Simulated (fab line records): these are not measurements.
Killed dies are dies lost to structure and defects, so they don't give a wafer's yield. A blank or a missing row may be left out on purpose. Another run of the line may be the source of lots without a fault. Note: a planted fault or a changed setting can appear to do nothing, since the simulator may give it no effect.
Which tool did it? + flow n5-finfet + 8 lots, 24 wafers sampled, at 7 steps of a route of 1938

== WHAT THE GAUGES READ, wafer by wafer ==
N5_BEOL_M0_SAQP_INSPECT_42: inspects for defects (brightfield).
| lot  | measured     | on                | raw-defect-count |
|------|--------------|-------------------|------------------|
| L563 | day 5 17:13  | defect-inspect-01 | 247 241 271      |
| L566 | day 6 07:53  | defect-inspect-01 | 448 343 303      |
| L568 | day 6 22:21  | defect-inspect-02 | 1336 1215 1376   |
| L570 | day 7 11:31  | defect-inspect-02 | 1377 1337 1281   |
| L577 | day 9 04:37  | defect-inspect-01 | 316 289 209      |
| L578 | day 9 12:15  | defect-inspect-02 | 269 212 250      |
| L580 | day 9 20:41  | defect-inspect-02 | 303 344 371      |
| L584 | day 11 03:45 | defect-inspect-02 | 313 396 515      |

N5_BEOL_M0_CUTY_INSPECT_59: inspects for defects (macro).
| lot  | measured     | on                | raw-defect-count |
|------|--------------|-------------------|------------------|
| L563 | day 5 18:31  | defect-inspect-01 | 7 4 3            |
| L566 | day 6 09:15  | defect-inspect-01 | 1 1 8            |
| L568 | day 7 00:11  | defect-inspect-02 | >300 >300 >300   |
| L570 | day 7 12:56  | defect-inspect-01 | >300 >300 >300   |
| L577 | day 9 06:16  | defect-inspect-01 | 1 2 2            |
| L578 | day 9 14:01  | defect-inspect-02 | 3 3 1            |
| L580 | day 9 21:57  | defect-inspect-01 | 0 2 1            |
| L584 | day 11 05:28 | defect-inspect-02 | 1 3 4            |

N5_BEOL_M4_RC_MEAS_101.
| lot  | measured     | on        | DIBL_N (mV/V)  | DIBL_P (mV/V)  | IOFF_N (nA/um)    | IOFF_P (nA/um) | ION_N (uA/um) | ION_P (uA/um) | SS_N (mV/dec)  | SS_P (mV/dec)  | VT_N (mV)   | VT_P (mV)      |
|------|--------------|-----------|----------------|----------------|-------------------|----------------|---------------|---------------|----------------|----------------|-------------|----------------|
| L563 | day 8 04:01  | prober-02 | 37.7 35.8 35.6 | 37.6 35.2 36.1 | 0.168 0.146 0.145 | 0.25 0.20 0.22 | 681 669 672   | 470 463 472   | 71.9 71.5 71.4 | 73.4 73.2 72.5 | 250 250 251 | -247 -248 -248 |
| L566 | day 8 10:41  | prober-01 | 34.4 37.0 36.8 | 31.2 34.5 34.3 | 0.096 0.137 0.137 | 0.13 0.18 0.18 | 655 672 669   | 449 458 458   | 70.5 71.1 71.2 | 72.3 73.2 73.1 | 261 253 251 | -260 -254 -255 |
| L568 | day 9 10:22  | prober-02 | 36.1 36.7 36.1 | 34.1 34.2 35.3 | 0.143 0.153 0.155 | 0.20 0.20 0.22 | 678 659 664   | 465 449 461   | 71.3 71.6 70.4 | 73.3 73.1 73.9 | 251 249 248 | -249 -247 -247 |
| L570 | day 9 17:10  | prober-02 | 37.0 37.5 35.0 | 36.6 37.7 33.7 | 0.143 0.146 0.112 | 0.19 0.19 0.14 | 670 665 661   | 459 453 450   | 71.6 71.9 71.4 | 73.8 74.1 72.9 | 252 254 256 | -255 -255 -259 |
| L577 | day 11 06:28 | prober-01 | 35.0 35.6 35.9 | 34.8 35.4 36.6 | 0.141 0.143 0.164 | 0.19 0.20 0.22 | 677 667 678   | 463 464 466   | 71.7 71.7 71.9 | 72.9 73.0 73.7 | 249 253 248 | -253 -251 -249 |
| L578 | day 11 21:38 | prober-02 | 35.2 38.9 35.4 | 36.2 40.1 35.7 | 0.142 0.205 0.134 | 0.20 0.27 0.20 | 675 687 658   | 461 475 456   | 71.5 72.3 71.5 | 73.4 74.0 72.7 | 250 245 250 | -252 -247 -251 |
| L580 | day 12 20:54 | prober-01 | 34.6 36.3 35.0 | 35.8 37.8 36.7 | 0.160 0.185 0.175 | 0.20 0.24 0.22 | 672 692 701   | 456 470 472   | 71.6 71.3 71.0 | 73.2 73.8 73.5 | 247 245 246 | -250 -250 -250 |
| L584 | day 13 12:31 | prober-02 | 33.7 33.9 34.5 | 34.6 34.2 34.7 | 0.135 0.133 0.145 | 0.20 0.19 0.20 | 662 664 653   | 465 455 455   | 71.3 71.8 71.4 | 72.6 73.0 73.2 | 251 253 254 | -249 -251 -252 |

== WHAT TOOL EACH LOT RAN ON (gives the tool, then ch and the chambers of the sampled wafers, and finally the start) ==
| lot  | N5_BEOL_M0_SAQP_STRIP_86          | N5_BEOL_M0_SAQP_ETCH_106          | N5_BEOL_M0_SAQP_DESCUM_45         | N5_BEOL_M0_SAQP_ETCH_49           |
|------|-----------------------------------|-----------------------------------|-----------------------------------|-----------------------------------|
| L563 | rie-diel-05 ch 1,2,3, day 5 13:11 | rie-diel-06 ch 0,1,3, day 5 15:32 | rie-diel-05 ch 1,2,3, day 5 17:16 | rie-diel-06 ch 0,1,3, day 5 18:06 |
| L566 | rie-diel-01 ch 0,1,3, day 6 04:05 | rie-diel-06 ch 1,2,3, day 6 05:59 | rie-diel-06 ch 1,2, day 6 08:01   | rie-diel-06 ch 0,1,3, day 6 08:50 |
| L568 | rie-diel-01 ch 2,3, day 6 18:50   | rie-diel-06 ch 2,3, day 6 20:54   | rie-diel-05 ch 0,1,3, day 6 22:23 | rie-diel-06 ch 0,2,3, day 6 23:38 |
| L570 | rie-diel-06 ch 0,3, day 7 08:05   | rie-diel-06 ch 0,3, day 7 10:02   | rie-diel-01 ch 2,3, day 7 11:34   | rie-diel-05 ch 0,1,3, day 7 12:23 |
| L577 | rie-diel-05 ch 1,2,3, day 9 00:44 | rie-diel-01 ch 1,2, day 9 02:38   | rie-diel-05 ch 1,2,3, day 9 04:44 | rie-diel-05 ch 0,2, day 9 05:42   |
| L578 | rie-diel-05 ch 0,1,3, day 9 08:19 | rie-diel-05 ch 1,2,3, day 9 10:35 | rie-diel-06 ch 1,2,3, day 9 12:28 | rie-diel-06 ch 1,2,3, day 9 13:35 |
| L580 | rie-diel-05 ch 1,3, day 9 17:18   | rie-diel-05 ch 0,2,3, day 9 19:11 | rie-diel-01 ch 1,3, day 9 20:43   | rie-diel-06 ch 1,2, day 9 21:32   |
| L584 | rie-diel-01 ch 0,3, day 11 00:11  | rie-diel-01 ch 2,3, day 11 02:04  | rie-diel-06 ch 1,3, day 11 04:06  | rie-diel-06 ch 1,3, day 11 04:55  |
- N5_BEOL_M0_SAQP_STRIP_86: strips in N2/H2.
- N5_BEOL_M0_SAQP_ETCH_106: etches SOC in N2/H2, stops on SiNx, target depth 150 nm.
- N5_BEOL_M0_SAQP_DESCUM_45: chemistry O2, time 7 s.
- N5_BEOL_M0_SAQP_ETCH_49: etches SiO2 in CF4/O2, target depth 37 nm.

== AS READ BY THE TOOLS THEMSELVES (means over the sampled wafers that have a number; for cases with no such wafer, the mark the record gives instead) ==
N5_BEOL_M0_SAQP_STRIP_86.
| lot  | tool        | drypump-motor-current-A (A) | oes-product-au (a.u.) | rf-vpp-V (V) | showerhead-plenum-p-Torr (Torr) | throttle-valve-pct (%) |
|------|-------------|-----------------------------|-----------------------|--------------|---------------------------------|------------------------|
| L563 | rie-diel-05 | 5.45                        | 0.80                  | 121.8        | 3.39                            | 18.9                   |
| L566 | rie-diel-01 | 5.95                        | 0.71                  | 121.3        | 3.47                            | 19.5                   |
| L568 | rie-diel-01 | 5.60                        | 0.73                  | 122.4        | 3.43                            | 18.7                   |
| L570 | rie-diel-06 | 5.50                        | 0.81                  | 122.5        | 3.36                            | 19.2                   |
| L577 | rie-diel-05 | 5.48                        | 0.78                  | 123.2        | 3.38                            | 19.0                   |
| L578 | rie-diel-05 | 5.62                        | 0.75                  | 121.2        | 3.40                            | 18.9                   |
| L580 | rie-diel-05 | 5.47                        | 0.72                  | 121.9        | 3.34                            | 18.7                   |
| L584 | rie-diel-01 | 5.88                        | 0.77                  | 121.8        | 3.45                            | 19.0                   |

N5_BEOL_M0_SAQP_ETCH_106.
| lot  | tool        | drypump-motor-current-A (A) | oes-product-au (a.u.) | rf-vpp-V (V) | showerhead-plenum-p-Torr (Torr) | throttle-valve-pct (%) |
|------|-------------|-----------------------------|-----------------------|--------------|---------------------------------|------------------------|
| L563 | rie-diel-06 | 5.48                        | 0.76                  | 239.8        | 2.58                            | 17.86                  |
| L566 | rie-diel-06 | 5.36                        | 0.75                  | 241.1        | 2.54                            | 17.88                  |
| L568 | rie-diel-06 | 5.48                        | 0.76                  | 240.6        | 2.52                            | 17.92                  |
| L570 | rie-diel-06 | 5.67                        | 0.76                  | 241.5        | 2.59                            | 17.92                  |
| L577 | rie-diel-01 | 5.51                        | 0.68                  | 241.0        | 2.55                            | 18.01                  |
| L578 | rie-diel-05 | 5.46                        | 0.78                  | 241.0        | 2.55                            | 17.85                  |
| L580 | rie-diel-05 | 5.72                        | 0.75                  | 241.2        | 2.57                            | 17.89                  |
| L584 | rie-diel-01 | 5.59                        | 0.70                  | 240.8        | 2.58                            | 17.71                  |

N5_BEOL_M0_SAQP_DESCUM_45.
| lot  | tool        | drypump-motor-current-A (A) | oes-product-au (a.u.) | rf-vpp-V (V) | showerhead-plenum-p-Torr (Torr) | throttle-valve-pct (%) |
|------|-------------|-----------------------------|-----------------------|--------------|---------------------------------|------------------------|
| L563 | rie-diel-05 | 5.4                         | 0.80                  | 243.5        | 2.11                            | 20.38                  |
| L566 | rie-diel-06 | 5.4                         | 0.70                  | 243.5        | 2.12                            | 20.51                  |
| L568 | rie-diel-05 | 5.6                         | 0.76                  | 243.4        | 2.13                            | 20.40                  |
| L570 | rie-diel-01 | 5.6                         | 0.73                  | 243.9        | 2.13                            | 20.16                  |
| L577 | rie-diel-05 | 5.5                         | 0.78                  | 243.4        | 2.10                            | 20.41                  |
| L578 | rie-diel-06 | 5.4                         | 0.84                  | 242.5        | 2.09                            | 20.34                  |
| L580 | rie-diel-01 | 5.8                         | 0.72                  | 244.0        | 2.15                            | 20.39                  |
| L584 | rie-diel-06 | 5.3                         | 0.90                  | 243.7        | 2.10                            | 20.15                  |

N5_BEOL_M0_SAQP_ETCH_49.
| lot  | tool        | drypump-motor-current-A (A) | oes-product-au (a.u.) | rf-vpp-V (V) | showerhead-plenum-p-Torr (Torr) | throttle-valve-pct (%) |
|------|-------------|-----------------------------|-----------------------|--------------|---------------------------------|------------------------|
| L563 | rie-diel-06 | 5.46                        | 0.77                  | 238          | 2.24                            | 15.89                  |
| L566 | rie-diel-06 | 5.47                        | 0.76                  | 238          | 2.24                            | 15.88                  |
| L568 | rie-diel-06 | 5.55                        | 0.78                  | 237          | 2.21                            | 15.88                  |
| L570 | rie-diel-05 | 5.62                        | 0.76                  | 243          | 2.23                            | 15.81                  |
| L577 | rie-diel-05 | 5.86                        | 0.77                  | 244          | 2.28                            | 15.79                  |
| L578 | rie-diel-06 | 5.39                        | 0.83                  | 237          | 2.20                            | 15.80                  |
| L580 | rie-diel-06 | 5.46                        | 0.79                  | 237          | 2.22                            | 15.87                  |
| L584 | rie-diel-06 | 5.30                        | 0.89                  | 238          | 2.23                            | 15.65                  |

== THE ANSWER, worked out from the rows above alone ==
Rule: the usual values come from the lots themselves. The widest of any qualifying gaps counts: lots, ordered by their means at a reading, are off when they make up no more than a third of the lots, leave a main group of 4 or more, and stand apart from it by 3 or more times the standard deviation of that group's means. A main group whose means are all the same, to the digits that the tables above print for the reading, isn't used. Also off: a lot with no number at a reading for which 4 or more lots have one. All remaining lots with rows at the step are treated as sound. The gauges are gone through in route order, then the tools' own readings, and for those a lot's mean is taken as printed above. The first step at which some lot is off is used, and at that step the reading that is off furthest; a lot without a number counts as furthest.
Off: L568, L570 (N5_BEOL_M0_SAQP_INSPECT_42, raw-defect-count). Main group: mean 313, sd 61.
A tool fits if, at a process step before that reading, it ran every lot that is off, and no sound lot after the first of them. The gauges at N5_BEOL_M0_SAQP_INSPECT_42 are tried like those tools. One candidate fits, namely rie-diel-06 at N5_BEOL_M0_SAQP_ETCH_106. A fault onset in the window from L566 (day 6 05:59, its last sound lot) to L568 (day 6 20:54, its first lot off) fits.

== WHAT HAD BEEN PUT IN BY THE SIMULATOR ==
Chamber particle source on rie-diel-06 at N5_BEOL_M0_SAQP_ETCH_106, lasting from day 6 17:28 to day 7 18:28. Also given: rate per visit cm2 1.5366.
Lots struck among those shown: L568, L570. The rule above reached the same finding.
